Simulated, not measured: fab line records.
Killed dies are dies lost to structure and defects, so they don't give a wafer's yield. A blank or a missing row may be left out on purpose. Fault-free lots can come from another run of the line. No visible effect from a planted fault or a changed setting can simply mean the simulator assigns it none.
fab line records ; flow n5Finfet
record lots=4; wafers=12; lastDay=17
route steps=1938 shown DUMMY_GATE@223 BEOL_M4@1111 PASSIVATION@1936
lots with no fault: from the same line, run without faults
startH: hours from the record's opening day to when the first of the lot's shown wafers began ; waitH: time in hours since the lot's previous step ; " identical to the entry in the row above ; L1.1+2: several wafers, shown together as one row ; - either no value or no given start ; * or withheld: withheld ; < > ~ a bound
route shown NAME@n: names a module that has steps shown in the file, with the first one's number in the route ; usual: mean and standard deviation over wafers with no fault ; same: alike in all rows ; chamber/n: place in a boat ; sites: per-site readings ; _std_site: standard deviation across them ; _edge_site: mean of outer sites minus mean of inner sites ; radiusMm: for every site, how far away it sits from the centre of the wafer ; mask NAME#n: copy n ; behind: tool/chamber where the wafer was last shaped ; hold: why the lot was held/for how many hours/how that ended ; device: transistor that didn't switch, given as n, p or np ; end of line: the route-end tests of the same wafers ; for a step that has no rows: nothing shown but its recipe ; killed: the dies lost at the first sort to structure and to defects; this is not the yield of the wafer ; map: a wafer's dies, x killed, . not, _ none there
set.NAME: setting as actually run; set.NAME@STEP: the setting as run at that earlier step ; model.NAME: the simulator's own value behind a step, which no gauge read
certain route steps with their lots: each step a table, each wafer a row
services: a tool's chamber out of use, with start hour (startH, from the record's first day; less than 0 if before it), hours out, and reason
## steps
# step N5_DUMMY_GATE_COAT_35
# recipe resist=SiARC; tempC=220; timeS=60; spinRpm=1500; resistThkNm=10
# step N5_DUMMY_GATE_COAT_28
# recipe resist=underlayer; tempC=205; timeS=60; spinRpm=1500; resistThkNm=10
# step N5_DUMMY_GATE_COAT_09
# recipe resist=CAR-EUV; spinRpm=1500; resistThkNm=30
# step N5_DUMMY_GATE_EBR_11
# recipe solvent=PGMEA; ebrWidthMm=1.5
# step N5_DUMMY_GATE_SOFTBAKE_10
# recipe tempC=110; timeS=60; resist=CAR-EUV
# step N5_DUMMY_GATE_EXPOSE_12
# recipe maskId=GATE; na=0.33; sourceShape=annular; sigmaInner=0.2; sigmaOuter=0.6; polarization=unpolarized; targetCdNm=25; doseMj=34
# step N5_DUMMY_GATE_PEB_13
# recipe pebTempC=100; pebTimeS=60; resist=CAR-EUV
# step N5_DUMMY_GATE_DEVELOP_14
# recipe developTimeS=30; developer=TMAH; resist=CAR-EUV; rinseLiquid=surfactantRinse; dry=airSpin; devTempC=23
# step N5_DUMMY_GATE_DESCUM_20
# recipe chemistry=O2; timeS=6.2; sourcePowerW=50; biasPowerW=20; pressureMtorr=20; rfFrequencyHz=2.712e+07; tempC=40; resist=CAR-EUV; o2FlowSccm=225
# step N5_DUMMY_GATE_ETCH_29
# recipe chemistry=N2/H2; target=underlayer; targetDepthA=130; ionEnergyEv=200; pressureMtorr=30; sourceW=840; biasW=150; n2FlowSccm=200; h2FlowSccm=200
# usual biasW=150.0/0.41; chamberPressureMTorr=29.997/0.025; drypumpMotorCurrentA=6.0/0.52; oesProductAu=0.79/0.085; rfVppV=523.6/2.5; showerheadPlenumPTorr=2.54/0.087; throttleValvePct=17.81/0.27
lot.wafer;tool;chamber;startH;waitH;biasW;chamberPressureMTorr;drypumpMotorCurrentA;oesProductAu;rfHoursCounterH;rfVppV;showerheadPlenumPTorr;throttleValvePct;model.CAR-EUV_of_DUMMY_GATE_COAT_09.thkNm
L793.2;rieDiel-01;0;103.88;0.0;-;-;-;-;-;-;-;-;26.6
L793.5;rieDiel-01;3;103.88;0.0;-;-;-;-;-;-;-;-;26.6
L793.6;rieDiel-01;0;103.88;0.0;-;-;-;-;-;-;-;-;26.6
L794.3;rieDiel-04;2;110.62;0.0;-;-;-;-;-;-;-;-;26.6
L794.5;rieDiel-04;1;110.62;0.0;-;-;-;-;-;-;-;-;26.4
L794.6;rieDiel-04;2;110.62;0.0;-;-;-;-;-;-;-;-;26.4
L796.1;rieDiel-04;1;127.53;0.0;149.2;29.969;5.0;0.93;15;524.7;2.62;17.98;18.8
L796.3;rieDiel-04;0;127.53;0.0;149.9;29.984;6.1;0.73;163;526.0;2.65;18.12;19.6
L796.6;rieDiel-04;0;127.53;0.0;150.3;30.063;6.1;0.72;-;525.9;2.65;18.10;19.6
L807.1;rieDiel-01;2;185.25;0.0;149.9;30.008;6.8;0.78;127;520.6;2.47;17.67;18.8
L807.2;rieDiel-01;0;185.25;0.0;149.9;29.979;5.1;0.88;38;522.4;2.48;17.62;18.8
L807.5;rieDiel-01;3;185.25;0.0;149.5;30.000;6.3;0.73;-;522.5;2.50;17.40;19.2
# step N5_DUMMY_GATE_ETCH_36
# recipe chemistry=CF4; target=SiARC; targetDepthA=130; pressureMtorr=40; sourceW=545; biasW=36; Ar_flow_sccm=100; cf4FlowSccm=100; ionEnergyEv=80
# usual biasW=35.99/0.11; cf4FlowSccm=100.0/0.31; drypumpMotorCurrentA=6.0/0.52; oesProductAu=0.79/0.086; rfVppV=184.0/1.2; showerheadPlenumPTorr=2.14/0.065; throttleValvePct=15.54/0.23
lot.wafer;tool;chamber;startH;waitH;biasW;cf4FlowSccm;drypumpMotorCurrentA;oesProductAu;rfHoursCounterH;rfVppV;showerheadPlenumPTorr;throttleValvePct;model.CAR-EUV_of_DUMMY_GATE_COAT_09.thkNm
L793.2;rieDiel-01;0;103.92;0.0;35.96;99.8;5.1;0.34;12;184.4;2.10;15.16;18.6
L793.5;rieDiel-01;3;103.92;0.0;36.00;100.0;6.3;0.29;-;184.3;2.13;15.28;19.2
L793.6;rieDiel-01;0;103.92;0.0;35.86;100.0;5.1;0.34;-;183.5;2.10;15.14;18.8
L794.3;rieDiel-04;2;110.66;0.0;35.94;99.8;5.7;0.28;144;181.7;2.06;15.46;19.4
L794.5;rieDiel-04;1;110.66;0.0;36.03;99.9;5.0;0.34;-;184.6;2.19;15.44;18.6
L794.6;rieDiel-04;2;110.66;0.0;35.93;100.2;5.7;0.29;-;182.7;2.06;15.45;19.2
L796.1;rieDiel-04;1;127.57;0.0;35.86;100.1;5.0;0.93;15;184.4;2.18;15.44;11
L796.3;rieDiel-04;0;127.57;0.0;35.96;100.4;6.1;0.72;163;183.9;2.22;15.67;12.6
L796.6;rieDiel-04;0;127.57;0.0;36.15;99.6;6.1;0.73;-;186.2;2.22;15.70;12.4
L807.1;rieDiel-01;2;185.29;0.0;36.01;99.7;6.8;0.79;127;184.0;2.07;15.30;11.2
L807.2;rieDiel-01;0;185.29;0.0;36.07;99.8;5.1;0.87;38;181.3;2.09;15.22;11
L807.5;rieDiel-01;3;185.29;0.0;35.91;100.2;6.3;0.73;-;183.6;2.12;15.36;12
# step N5_DUMMY_GATE_ETCH_37
# recipe chemistry=N2/H2; target=SOC; targetDepthA=600; overetchA=300; tempC=40; ionEnergyEv=200; pressureMtorr=30; sourceW=840; biasW=150; n2FlowSccm=200; h2FlowSccm=200
# usual biasW=150.0/0.44; chamberPressureMTorr=30.00/0.044; drypumpMotorCurrentA=6.0/0.52; oesProductAu=0.63/0.059; rfVppV=523.8/2.5; showerheadPlenumPTorr=2.54/0.087; throttleValvePct=17.74/0.27
lot.wafer;tool;chamber;startH;waitH;biasW;chamberPressureMTorr;drypumpMotorCurrentA;oesProductAu;rfHoursCounterH;rfVppV;showerheadPlenumPTorr;throttleValvePct
L793.2;rieDiel-01;0;103.96;0.0;149.9;30.03;5.1;0.34;12;521.4;2.49;17.45
L793.5;rieDiel-01;3;103.96;0.0;150.3;29.98;6.3;0.29;-;523.9;2.51;17.25
L793.6;rieDiel-01;0;103.96;0.0;150.1;30.00;5.1;0.34;-;524.1;2.49;17.45
L794.3;rieDiel-04;2;110.70;0.0;150.0;29.99;5.7;0.28;144;521.1;2.45;17.59
L794.5;rieDiel-04;1;110.70;0.0;149.6;29.98;5.0;0.35;-;525.4;2.63;17.83
L794.6;rieDiel-04;2;110.70;0.0;149.9;29.99;5.7;0.29;-;520.1;2.45;17.59
L796.1;rieDiel-04;1;127.61;0.0;150.8;29.98;5.0;0.73;15;524.9;2.62;17.90
L796.3;rieDiel-04;0;127.61;0.0;149.9;29.99;6.1;0.59;163;528.6;2.65;18.04
L796.6;rieDiel-04;0;127.61;0.0;150.3;29.97;6.1;0.59;-;525.4;2.66;18.04
L807.1;rieDiel-01;2;185.33;0.0;149.9;30.00;6.8;0.62;127;520.2;2.47;17.60
L807.2;rieDiel-01;0;185.33;0.0;150.0;30.00;5.1;0.68;38;521.5;2.48;17.54
L807.5;rieDiel-01;3;185.33;0.0;149.7;30.00;6.3;0.59;-;522.9;2.50;17.35
# step N5_DUMMY_GATE_STRIP_38
# recipe chemistry=N2/H2; tempC=40; n2FlowSccm=200; h2FlowSccm=200; rfFrequencyHz=6e+07
# step N5_DUMMY_GATE_STRIP_39
# recipe chemistry=N2/H2; tempC=40; n2FlowSccm=200; h2FlowSccm=200; rfFrequencyHz=6e+07
# step N5_DUMMY_GATE_TRIM_49
# recipe chemistry=O2; resist=SOC; timeS=29; targetCdNm=14; sourcePowerW=300; biasPowerW=0; O2_flow_sccm=100; tempC=20
# step N5_DUMMY_GATE_STRIP_40
# recipe chemistry=CF4; resist=SiARC; powerW=300; biasPowerW=75; pressureMtorr=50; cf4FlowSccm=150; rfFrequencyHz=6e+07
# step N5_DUMMY_GATE_CD_MEAS_50
# recipe targetCdNm=14
# usual cdNm=13.8/0.46
lot.wafer;tool;chamber;startH;waitH;cdNm
L793.2;cdSem-02;-;104.19;0.0;-
L793.5;cdSem-02;-;104.19;0.0;-
L793.6;cdSem-02;-;104.19;0.0;-
L794.3;cdSem-03;-;111.10;0.0;-
L794.5;cdSem-03;-;111.10;0.0;-
L794.6;cdSem-03;-;111.10;0.0;-
L796.1;cdSem-03;-;127.97;0.0;13.1
L796.3;cdSem-03;-;127.97;0.0;13.8
L796.6;cdSem-03;-;127.97;0.0;14.1
L807.1;cdSem-02;-;185.69;0.0;13.3
L807.2;cdSem-02;-;185.69;0.0;13.2
L807.5;cdSem-02;-;185.69;0.0;14.3
# step N5_DUMMY_GATE_STRIP_41
# recipe chemistry=O2; powerW=400; tempC=40; pressureMtorr=30; rfFrequencyHz=6e+07; biasPowerW=0; overashFraction=0.3; o2FlowSccm=225
# step N5_DUMMY_GATE_HM_OPEN_21
# recipe chemistry=CH3F/O2; target=SiNx; targetDepthA=1200; Ar_flow_sccm=150; CH3F_flow_sccm=30; O2_flow_sccm=23; timeS=171.4; pressureMtorr=30; sourceW=395; biasW=73; ionEnergyEv=120.7
# usual drypumpMotorCurrentA=6.0/0.54; oesProductAu=0.79/0.083; rfVppV=298/8.9; showerheadPlenumPTorr=2.02/0.066; throttleValvePct=16.36/0.26
lot.wafer;tool;chamber;startH;waitH;drypumpMotorCurrentA;oesProductAu;rfHoursCounterH;rfVppV;showerheadPlenumPTorr;throttleValvePct
L793.2;rieDiel-01;1;104.33;0.0;6.4;0.35;18;286;2.08;16.49
L793.5;rieDiel-01;1;104.33;0.0;6.3;0.34;-;284;2.08;16.49
L793.6;rieDiel-01;0;104.33;0.0;5.1;0.34;-;303;1.97;15.91
L794.3;rieDiel-02;0;111.23;0.0;5.6;0.26;227;283;2.07;16.69
L794.5;rieDiel-02;1;111.23;0.0;5.3;0.29;-;299;2.02;16.34
L794.6;rieDiel-02;3;111.23;0.0;6.0;0.28;-;306;2.02;16.69
L796.1;rieDiel-02;3;128.11;0.0;6.0;0.72;158;305;2.01;16.77
L796.3;rieDiel-02;1;128.11;0.0;5.4;0.77;150;299;2.02;16.39
L796.6;rieDiel-02;0;128.11;0.0;5.5;0.69;-;284;2.07;16.76
L807.1;rieDiel-02;3;185.82;0.0;5.9;0.69;181;305;2.01;16.80
L807.2;rieDiel-02;1;185.82;0.0;5.3;0.75;164;298;2.02;16.43
L807.5;rieDiel-02;3;185.82;0.0;6.0;0.70;-;306;2.01;16.79
# step N5_DUMMY_GATE_ETCH_32
# recipe chemistry=CF4; target=SiO2; targetDepthA=35; timeS=3.9; ionEnergyEv=350; pressureMtorr=10; icpW=800; biasW=400; cf4FlowSccm=80
# step N5_DUMMY_GATE_ETCH_23
# recipe chemistry=HBr/Cl2/O2; HBr_flow_sccm=150; Cl2_flow_sccm=80; O2_flow_sccm=12; biasW=102; targetDepthA=410; timeS=22.3; target=poly-Si; maskMaterial=SiO2; pressureMtorr=10; icpW=800
# step N5_DUMMY_GATE_ETCH_44
# recipe chemistry=HBr/O2; overEtchFrac=0.7; targetDepthA=1275; stopOn=SiO2; ionEnergyEv=60; biasW=20; target=poly-Si; maskMaterial=SiO2; pressureMtorr=20; icpW=400; HBr_flow_sccm=120; O2_flow_sccm=10
# usual HBr_flow_sccm=120.0/0.38; O2_flow_sccm=10.00/0.03; drypumpMotorCurrentA=5.5/0.5; oesProductAu=0.734/0.013; throttleValvePct=18.48/0.23
# same overEtchFrac=0.7
lot.wafer;tool;chamber;startH;waitH;HBr_flow_sccm;O2_flow_sccm;drypumpMotorCurrentA;oesProductAu;rfHoursCounterH;throttleValvePct
L793.2;rieSi-06;3;104.58;0.0;119.5;10.03;4.8;0.376;71;18.86
L793.5;rieSi-06;3;104.58;0.0;119.4;10.03;4.8;0.389;-;18.84
L793.6;rieSi-06;0;104.58;0.0;119.5;10.05;5.4;0.375;-;18.43
L794.3;rieSi-06;2;111.48;0.0;119.7;10.04;4.8;0.368;2;18.45
L794.5;rieSi-06;3;111.48;0.0;120.3;9.98;4.7;0.378;-;18.85
L794.6;rieSi-06;2;111.48;0.0;119.9;10.02;4.8;0.373;-;18.48
L796.1;rieSi-02;0;128.36;0.0;120.1;9.96;5.3;0.733;0;18.03
L796.3;rieSi-02;1;128.36;0.0;120.4;9.98;5.4;0.723;38;18.40
L796.6;rieSi-02;2;128.36;0.0;119.9;10.00;5.3;0.740;-;18.33
L807.1;rieSi-06;2;186.07;0.0;119.8;9.96;4.8;0.714;3;18.49
L807.2;rieSi-06;3;186.07;0.0;119.9;9.98;4.8;0.750;73;18.85
L807.5;rieSi-06;2;186.07;0.0;119.9;9.95;4.8;0.719;-;18.47
# step N5_DUMMY_GATE_CD_MEAS_24
# recipe targetCdNm=15
# usual cdNm=14.7/0.5
lot.wafer;tool;chamber;startH;waitH;cdNm
L793.2;cdSem-03;-;104.69;0.1;-
L793.5;cdSem-03;-;104.69;0.1;-
L793.6;cdSem-03;-;104.69;0.1;-
L794.3;cdSem-02;-;111.60;0.1;-
L794.5;cdSem-02;-;111.60;0.1;-
L794.6;cdSem-02;-;111.60;0.1;-
L796.1;cdSem-03;-;128.47;0.1;14.3
L796.3;cdSem-03;-;128.47;0.1;14.5
L796.6;cdSem-03;-;128.47;0.1;15.0
L807.1;cdSem-03;-;186.18;0.1;14.6
L807.2;cdSem-03;-;186.18;0.1;13.9
L807.5;cdSem-03;-;186.18;0.1;15.0
# step N5_BEOL_M4_RC_MEAS_101
# usual DIBL_N=36.9/2.1; DIBL_P=37.1/2.5; IOFF_N=0.17/0.039; IOFF_P=0.23/0.043; ION_N=673/15; ION_P=462/9.1; SS_N=71.8/0.69; SS_P=73.6/0.74; VT_N=250/3.6; VT_P=-249.7/2.9
lot.wafer;tool;chamber;startH;waitH;DIBL_N[mV/V];DIBL_P[mV/V];IOFF_N[nA/um];IOFF_P[nA/um];ION_N[uA/um];ION_P[uA/um];SS_N[mV/dec];SS_P[mV/dec];VT_N[mV];VT_P[mV]
L796.1;prober-02;0;242.29;0.0;34.7;36.9;0.15;0.22;672;462;71.4;73.3;252;-248.3
L796.3;prober-02;0;242.29;0.0;36.3;38.0;0.17;0.25;668;461;72.2;73.6;253;-250.1
L796.6;prober-02;0;242.29;0.0;32.3;33.3;0.12;0.17;649;450;72.0;71.9;255;-253.8
L807.1;prober-01;0;302.17;0.0;33.8;34.9;0.13;0.20;674;471;71.3;73.2;253;-249.9
L807.2;prober-01;0;302.17;0.0;36.7;38.8;0.19;0.27;696;485;71.8;74.3;246;-246.4
L807.5;prober-01;0;302.17;0.0;36.2;37.2;0.18;0.25;694;476;71.3;73.7;246;-244.1
# step N5_PASSIVATION_PROBE_49
# usual defectLimitedYield=91.3/1.4; killed_at_M0_to_M3=32/9.5; killed_at_M4_up=14/5.2; killedAtContacts=13/5.7; killedAtFrontEnd=41/12; killedAtOther=3.5/2.6; killedDies=103/17; killedOnRim=14/4; killedOpen=68/14; killedShort=32/7; sort_bin_5_function=5.0/0.91; sort_bin_6_memory=3.3/0.7; sortNPass=1076/17; sortYieldPct=91.2/1.4
# same grossDies=1180; killedAtBackSide=0; sort_bin_4_leakage[%]=0; sort_bin_8_speed[%]=0
lot.wafer;tool;chamber;startH;waitH;defectLimitedYield[%];killed_at_M0_to_M3;killed_at_M4_up;killedAtContacts;killedAtFrontEnd;killedAtOther;killedDies;killedOnRim;killedOpen;killedShort;sort_bin_5_function[%];sort_bin_6_memory[%];sortNPass;sortYieldPct[%]
L794.3;prober-01;-;331.27;0.1;0;22;16;4;1130;8;1180;152;48;39;97.0;2.6;0;0
L794.5;prober-01;-;331.37;0.2;0;19;12;7;1142;0;1180;152;70;30;95.5;4.2;0;0
L794.6;prober-01;-;331.42;0.3;0;32;12;14;1119;3;1180;152;74;26;97.2;2.7;0;0
L793.2;prober-02;-;331.30;0.1;0;36;17;15;1107;5;1180;152;76;47;96.5;3.1;0;0
L793.5;prober-02;-;331.45;0.2;0;29;16;10;1125;0;1180;152;62;46;95.9;3.6;0;0
L793.6;prober-02;-;331.50;0.3;0;23;7;15;1133;2;1180;152;58;28;96.7;3.0;0;0
L796.1;prober-01;-;341.68;0.0;90.9;27;14;11;53;2;107;17;65;36;5.4;2.9;1073;90.9
L796.3;prober-01;-;341.78;0.1;89.3;37;13;16;56;4;126;15;82;44;6.1;4.4;1054;89.3
L796.6;prober-01;-;341.93;0.3;92.8;30;9;16;24;6;85;11;61;23;4.4;2.5;1095;92.8
L807.1;prober-02;-;408.80;0.0;93.0;36;13;19;13;2;83;13;61;20;4.3;2.5;1097;93.0
L807.2;prober-02;-;408.85;0.1;90.5;55;10;20;24;3;112;12;84;24;5.2;3.9;1068;90.5
L807.5;prober-02;-;409.00;0.2;90.8;38;16;16;35;4;109;15;64;33;5.8;2.2;1071;90.8
# killed by level:class
L794.3 DUMMY_GATE:areaEtch=1093 STI_FIN_REVEAL:geometricParticle:open=9 BEOL_M0_SAQP:geometricParticle:short=9 FIN_SAQP:geometricParticle:open=6 FIN_SAQP:geometricParticle:short=6 BEOL_M0_SAQP:geometricParticle:open=6 BEOL_M4:geometricParticle:open=4 STI_FIN_REVEAL:geometricParticle:short=3
L793.2 DUMMY_GATE:areaEtch=1055 FIN_SAQP:geometricParticle:open=19 BEOL_M4:geometricParticle:open=12 FIN_SAQP:geometricParticle:short=11 MOL_CONTACT_COAG:geometricParticle:open=11 BEOL_M0_SAQP:geometricParticle:short=11 STI_FIN_REVEAL:geometricParticle:open=9 BEOL_M0_SAQP:geometricParticle:open=8
L794.5 DUMMY_GATE:areaEtch=1079 STI_FIN_REVEAL:geometricParticle:open=23 FIN_SAQP:geometricParticle:short=11 FIN_SAQP:geometricParticle:open=9 BEOL_M1:geometricParticle:open=7 BEOL_M4:geometricParticle:open=7 STI_FIN_REVEAL:geometricParticle:short=6 MOL_CONTACT_COAG:geometricParticle:open=6
L794.6 DUMMY_GATE:areaEtch=1080 MOL_CONTACT_COAG:geometricParticle:open=13 BEOL_M1:geometricParticle:open=13 FIN_SAQP:geometricParticle:short=12 STI_FIN_REVEAL:geometricParticle:open=11 BEOL_M0_SAQP:geometricParticle:open=10 FIN_SAQP:geometricParticle:open=8 BEOL_M0_SAQP:geometricParticle:short=6
L793.5 DUMMY_GATE:areaEtch=1072 FIN_SAQP:geometricParticle:open=19 FIN_SAQP:geometricParticle:short=16 MOL_CONTACT_COAG:geometricParticle:open=8 BEOL_M0_SAQP:geometricParticle:open=8 BEOL_M4:geometricParticle:open=8 BEOL_M0_SAQP:geometricParticle:short=6 BEOL_M2:geometricParticle:short=5
L793.6 DUMMY_GATE:areaEtch=1092 FIN_SAQP:geometricParticle:open=16 MOL_CONTACT_COAG:geometricParticle:open=14 FIN_SAQP:geometricParticle:short=8 GATE_CUT:geometricParticle:short=5 BEOL_M0_SAQP:geometricParticle:open=5 BEOL_M0_SAQP:geometricParticle:short=4 BEOL_M3:geometricParticle:short=4
L796.1 FIN_SAQP:geometricParticle:open=14 MOL_CONTACT_COAG:geometricParticle:open=10 BEOL_M0:geometricParticle:open=10 GATE_CUT:geometricParticle:short=9 BEOL_M1:geometricParticle:open=8 FIN_SAQP:geometricParticle:short=8 BEOL_M4:geometricParticle:open=7 HKMG_FIN:areaEtch=6
L796.3 FIN_SAQP:geometricParticle:open=18 MOL_CONTACT_COAG:geometricParticle:open=12 FIN_SAQP:geometricParticle:short=9 GATE_CUT:geometricParticle:short=9 BEOL_M1:geometricParticle:open=9 BEOL_M0_SAQP:geometricParticle:open=6 BEOL_M3:geometricParticle:open=5 BEOL_M4:geometricParticle:open=5
L796.6 MOL_CONTACT_COAG:geometricParticle:open=16 BEOL_M2:geometricParticle:open=7 FIN_SAQP:geometricParticle:open=6 GATE_CUT:geometricParticle:short=5 BEOL_M0_SAQP:geometricParticle:short=5 BEOL_M1:geometricParticle:open=5 DUMMY_GATE:geometricParticle:open=3 BEOL_M0:geometricParticle:open=3
L807.1 MOL_CONTACT_COAG:geometricParticle:open=17 BEOL_M1:geometricParticle:open=9 BEOL_M2:geometricParticle:open=8 BEOL_M0_SAQP:geometricParticle:open=6 BEOL_M4:geometricParticle:open=5 STI_FIN_REVEAL:geometricParticle:open=4 BEOL_M1:geometricParticle:short=4 BEOL_M3:geometricParticle:open=4
L807.2 MOL_CONTACT_COAG:geometricParticle:open=18 BEOL_M2:geometricParticle:open=15 BEOL_M1:geometricParticle:open=9 BEOL_M0_SAQP:geometricParticle:open=8 BEOL_M0_SAQP:geometricParticle:short=7 GATE_CUT:geometricParticle:open=5 BEOL_M2:geometricParticle:short=5 BEOL_M3:geometricParticle:open=4
L807.5 BEOL_M2:geometricParticle:open=11 MOL_CONTACT_COAG:geometricParticle:open=10 BEOL_M0_SAQP:geometricParticle:short=8 HKMG_FIN:areaEtch=8 STI_FIN_REVEAL:geometricParticle:open=7 BEOL_M1:geometricParticle:open=7 BEOL_M4:geometricParticle:open=7 GATE_CUT:geometricParticle:short=6
# map L793.2 (x killed, . not)
_________________xxxxxxxxxxxx________________
______________xxxxxxxxxxxxxxxxxx_____________
___________xxxxxxxxxxxxxxxxxxxxxxxx__________
__________xxxxxxxxxxxxxxxxxxxxxxxxxx_________
________xxxxxxxxxxxxxxxxxxxxxxxxxxxxxx_______
_______xxxxxxxxxxxxxxxxxxxxxxxxxxxxxxxx______
______xxxxxxxxxxxxxxxxxxxxxxxxxxxxxxxxxx_____
_____xxxxxxxxxxxxxxxxxxxxxxxxxxxxxxxxxxxx____
____xxxxxxxxxxxxxxxxxxxxxxxxxxxxxxxxxxxxxx___
___xxxxxxxxxxxxxxxxxxxxxxxxxxxxxxxxxxxxxxxx__
___xxxxxxxxxxxxxxxxxxxxxxxxxxxxxxxxxxxxxxxx__
__xxxxxxxxxxxxxxxxxxxxxxxxxxxxxxxxxxxxxxxxxx_
__xxxxxxxxxxxxxxxxxxxxxxxxxxxxxxxxxxxxxxxxxx_
_xxxxxxxxxxxxxxxxxxxxxxxxxxxxxxxxxxxxxxxxxxxx
_xxxxxxxxxxxxxxxxxxxxxxxxxxxxxxxxxxxxxxxxxxxx
_xxxxxxxxxxxxxxxxxxxxxxxxxxxxxxxxxxxxxxxxxxxx
_xxxxxxxxxxxxxxxxxxxxxxxxxxxxxxxxxxxxxxxxxxxx
_xxxxxxxxxxxxxxxxxxxxxxxxxxxxxxxxxxxxxxxxxxxx
_xxxxxxxxxxxxxxxxxxxxxxxxxxxxxxxxxxxxxxxxxxxx
_xxxxxxxxxxxxxxxxxxxxxxxxxxxxxxxxxxxxxxxxxxxx
_xxxxxxxxxxxxxxxxxxxxxxxxxxxxxxxxxxxxxxxxxxxx
__xxxxxxxxxxxxxxxxxxxxxxxxxxxxxxxxxxxxxxxxxx_
__xxxxxxxxxxxxxxxxxxxxxxxxxxxxxxxxxxxxxxxxxx_
___xxxxxxxxxxxxxxxxxxxxxxxxxxxxxxxxxxxxxxxx__
___xxxxxxxxxxxxxxxxxxxxxxxxxxxxxxxxxxxxxxxx__
____xxxxxxxxxxxxxxxxxxxxxxxxxxxxxxxxxxxxxx___
_____xxxxxxxxxxxxxxxxxxxxxxxxxxxxxxxxxxxx____
______xxxxxxxxxxxxxxxxxxxxxxxxxxxxxxxxxx_____
_______xxxxxxxxxxxxxxxxxxxxxxxxxxxxxxxx______
________xxxxxxxxxxxxxxxxxxxxxxxxxxxxxx_______
__________xxxxxxxxxxxxxxxxxxxxxxxxxx_________
___________xxxxxxxxxxxxxxxxxxxxxxxx__________
______________xxxxxxxxxxxxxxxxxx_____________
_________________xxxxxxxxxxxx________________
# map L794.3 (x killed, . not)
_________________xxxxxxxxxxxx________________
______________xxxxxxxxxxxxxxxxxx_____________
___________xxxxxxxxxxxxxxxxxxxxxxxx__________
__________xxxxxxxxxxxxxxxxxxxxxxxxxx_________
________xxxxxxxxxxxxxxxxxxxxxxxxxxxxxx_______
_______xxxxxxxxxxxxxxxxxxxxxxxxxxxxxxxx______
______xxxxxxxxxxxxxxxxxxxxxxxxxxxxxxxxxx_____
_____xxxxxxxxxxxxxxxxxxxxxxxxxxxxxxxxxxxx____
____xxxxxxxxxxxxxxxxxxxxxxxxxxxxxxxxxxxxxx___
___xxxxxxxxxxxxxxxxxxxxxxxxxxxxxxxxxxxxxxxx__
___xxxxxxxxxxxxxxxxxxxxxxxxxxxxxxxxxxxxxxxx__
__xxxxxxxxxxxxxxxxxxxxxxxxxxxxxxxxxxxxxxxxxx_
__xxxxxxxxxxxxxxxxxxxxxxxxxxxxxxxxxxxxxxxxxx_
_xxxxxxxxxxxxxxxxxxxxxxxxxxxxxxxxxxxxxxxxxxxx
_xxxxxxxxxxxxxxxxxxxxxxxxxxxxxxxxxxxxxxxxxxxx
_xxxxxxxxxxxxxxxxxxxxxxxxxxxxxxxxxxxxxxxxxxxx
_xxxxxxxxxxxxxxxxxxxxxxxxxxxxxxxxxxxxxxxxxxxx
_xxxxxxxxxxxxxxxxxxxxxxxxxxxxxxxxxxxxxxxxxxxx
_xxxxxxxxxxxxxxxxxxxxxxxxxxxxxxxxxxxxxxxxxxxx
_xxxxxxxxxxxxxxxxxxxxxxxxxxxxxxxxxxxxxxxxxxxx
_xxxxxxxxxxxxxxxxxxxxxxxxxxxxxxxxxxxxxxxxxxxx
__xxxxxxxxxxxxxxxxxxxxxxxxxxxxxxxxxxxxxxxxxx_
__xxxxxxxxxxxxxxxxxxxxxxxxxxxxxxxxxxxxxxxxxx_
___xxxxxxxxxxxxxxxxxxxxxxxxxxxxxxxxxxxxxxxx__
___xxxxxxxxxxxxxxxxxxxxxxxxxxxxxxxxxxxxxxxx__
____xxxxxxxxxxxxxxxxxxxxxxxxxxxxxxxxxxxxxx___
_____xxxxxxxxxxxxxxxxxxxxxxxxxxxxxxxxxxxx____
______xxxxxxxxxxxxxxxxxxxxxxxxxxxxxxxxxx_____
_______xxxxxxxxxxxxxxxxxxxxxxxxxxxxxxxx______
________xxxxxxxxxxxxxxxxxxxxxxxxxxxxxx_______
__________xxxxxxxxxxxxxxxxxxxxxxxxxx_________
___________xxxxxxxxxxxxxxxxxxxxxxxx__________
______________xxxxxxxxxxxxxxxxxx_____________
_________________xxxxxxxxxxxx________________
## services
tool;chamber;startH;hours;kind
rieSi-02;-;83.82;28.1;pm
rieDiel-02;2;102.90;-;clean
rieDiel-02;2;102.90;-;consumableReplace:focusRing
rieDiel-02;2;102.90;-;consumableReplace:showerhead
rieDiel-02;2;102.90;25.0;scheduledDown
rieDiel-02;2;102.90;25.0;ventCycle
rieSi-06;1;103.48;8.0;repair
rieDiel-04;2;114.20;1.9;repair
rieSi-02;3;124.63;12.3;repair
rieDiel-04;-;131.63;0.8;repair
rieDiel-04;0;132.51;11.9;repair
rieSi-02;-;145.78;2.8;pm
rieSi-06;1;146.47;8.6;repair
rieDiel-02;1;156.55;15.9;repair
rieSi-06;0;160.43;9.1;repair
rieDiel-01;3;165.35;3.0;repair
rieDiel-02;0;172.64;-;clean
rieDiel-02;0;172.64;-;consumableReplace:focusRing
rieDiel-02;0;172.64;14.3;scheduledDown
rieDiel-02;0;172.64;14.3;ventCycle
## key
firstSign step=N5_DUMMY_GATE_ETCH_29; reading=toolRecord; direction=missing
effect step=N5_DUMMY_GATE_ETCH_36; reading=oesProductAu; direction=down; sigmas=5.5; usual=0.79; struck=0.31
effect step=N5_DUMMY_GATE_ETCH_37; reading=oesProductAu; direction=down; sigmas=5.3; usual=0.63; struck=0.32
effect step=N5_DUMMY_GATE_CD_MEAS_50; reading=cdNm; direction=missing
effect step=N5_DUMMY_GATE_HM_OPEN_21; reading=oesProductAu; direction=down; sigmas=5.8; usual=0.79; struck=0.31
effect step=N5_DUMMY_GATE_ETCH_44; reading=oesProductAu; direction=down; sigmas=28; usual=0.734; struck=0.376
effect step=N5_DUMMY_GATE_CD_MEAS_24; reading=cdNm; direction=missing
effect step=N5_PASSIVATION_PROBE_49; reading=sort_bin_5_function; direction=up; sigmas=99+; usual=5.0; struck=96.5
modelEffect step=N5_DUMMY_GATE_ETCH_29; value=CAR-EUV_of_DUMMY_GATE_COAT_09.thkNm; without=19; struck=26.53
modelEffect step=N5_DUMMY_GATE_ETCH_36; value=CAR-EUV_of_DUMMY_GATE_COAT_09.thkNm; without=11.43; struck=18.97
moreKillsBornAt N5_DUMMY_GATE_ETCH_29@rieDiel-04=3252; N5_DUMMY_GATE_ETCH_29@rieDiel-01=3219
metAt N5_DUMMY_GATE_ETCH_29
struckWafers L793.2,L793.5,L793.6,L794.3,L794.5,L794.6
laterRowsLeftOut L793.2,L793.5,L793.6,L794.3,L794.5,L794.6
fault kind=skippedStepWhole; tool=rieDiel-01,rieDiel-04; chamber=-; onsetH=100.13; steps=N5_DUMMY_GATE_ETCH_29; scope=struckLotsOnly
# laterRowsLeftOut: the simulator's readings of these wafers behind a module that went badly wrong aren't trusted and aren't shown, but for the sort
